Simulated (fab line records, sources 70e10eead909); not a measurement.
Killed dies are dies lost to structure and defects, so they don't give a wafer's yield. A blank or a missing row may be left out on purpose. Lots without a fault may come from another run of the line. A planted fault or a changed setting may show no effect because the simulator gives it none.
Problem report in the 8D (eight disciplines) form, filled by code | flow nand_harc | the parts of the form that need people (team, actions taken, sign-off) are left out

1. THE PROBLEM
raw_defect_count at NHARC_A_SOURCE_PLATE_INSPECT_08 reads a mean of 453 on 2 wafers of 1 lot; wafers without a fault read 61 with a standard deviation of 22. That is +18 standard deviations from the usual mean.
First seen on wafer L834.3, day 10 16:23, on defect_inspect-01. The record holds 39 wafers of 13 lots with a number at this step. Rule for "out", or "out of limits": more than 4 standard deviations from the usual mean. The other wafers with a number count as sound.

2. WHAT IT IS AND WHAT IT IS NOT
question                    | is                | is not
which readings at this step | raw_defect_count  | -
which lots                  | L834              | L823, L828, L835, L836, L837, L838, L839, L840, L841, L843, L845, L846
which wafers of those lots  | L834.3, L834.6    | L834.1
read on which gauges        | defect_inspect-01 | defect_inspect-02
when                        | from day 10 16:23 | up to then (10 sound wafers); but 27 sound wafers of L835, L836, L838, L839, L840, L841, L843, L845, L846 came after

3. SUSPECTS, AND WHAT RULES EACH OUT
Counting: a tool at a process step up to the reading stays a suspect if it ran every lot that is out. Sound lots after the first of them don't rule it out here, since some wafers of a struck lot are sound.
- the gauge at NHARC_A_SOURCE_PLATE_INSPECT_08: ruled out. All the wafers that are out were read on defect_inspect-01, but those of them that NHARC_END_SORT_01 has rows for are out there too, on other tools.
- rie_si-05 at NHARC_A_ZERO_WELL_ETCH_13 (etches the open film in HBr/Cl2, target depth 120 nm, time 40.1 s): kept. It ran the lot that is out, L834 (day 9 17:52); its last sound lot up to then is L836 (day 9 16:50).
- pvd_sputter-03 at NHARC_A_SOURCE_PLATE_PVD_04 (deposits WSi2, target thk 50 nm): kept. It ran the lot that is out, L834 (day 10 02:10); its last sound lot up to then is L823 (day 6 14:30).
- Within rie_si-05 at NHARC_A_ZERO_WELL_ETCH_13: the wafers that are out ran in chamber 0; their sound lot-mates ran in chamber 1.
Left after counting: rie_si-05 at NHARC_A_ZERO_WELL_ETCH_13, pvd_sputter-03 at NHARC_A_SOURCE_PLATE_PVD_04.

4. THE CAUSE (what the simulator had put in)
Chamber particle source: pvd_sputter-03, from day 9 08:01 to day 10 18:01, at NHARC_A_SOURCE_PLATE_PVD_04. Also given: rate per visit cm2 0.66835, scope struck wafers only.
Counting left 2 suspects, and this tool is among them.

5. THE CHAIN OF EFFECTS, in route order
Each row: a reading whose mean over the struck wafers that have a number lies more than 3 standard deviations from the usual. Only readings for which the record gives a usual standard deviation are gone through. hours: the time from each lot's start at the first step in this table that gives one to its start at this step, as a median over the lots. sigmas: the change in usual standard deviations.
hours | step                            | reading          | usual | on struck wafers | change | sigmas
0     | NHARC_A_SOURCE_PLATE_INSPECT_08 | raw_defect_count | 61    | 453              | +392   | +18
294   | NHARC_END_SORT_01               | killed_at_array  | 28    | 92               | +64    | +7.2
294   | NHARC_END_SORT_01               | killed_dies      | 32    | 94               | +62    | +6.6
Later measuring or inspecting steps at which every struck wafer that the step has a row for has a number for every such reading, and none has moved that far: NHARC_A_ONON_D1_THK_MEAS_24.

6. WHAT WOULD HAVE CAUGHT IT SOONER
In this record the first reading out of limits at a measuring or inspecting step was taken at day 10 16:23, 32 hours after the fault began at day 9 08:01.
All the lots that are out (1) had begun NHARC_A_SOURCE_PLATE_PVD_04 on pvd_sputter-03 by day 10 16:23. A hold on the tool at that time would have spared none of them.
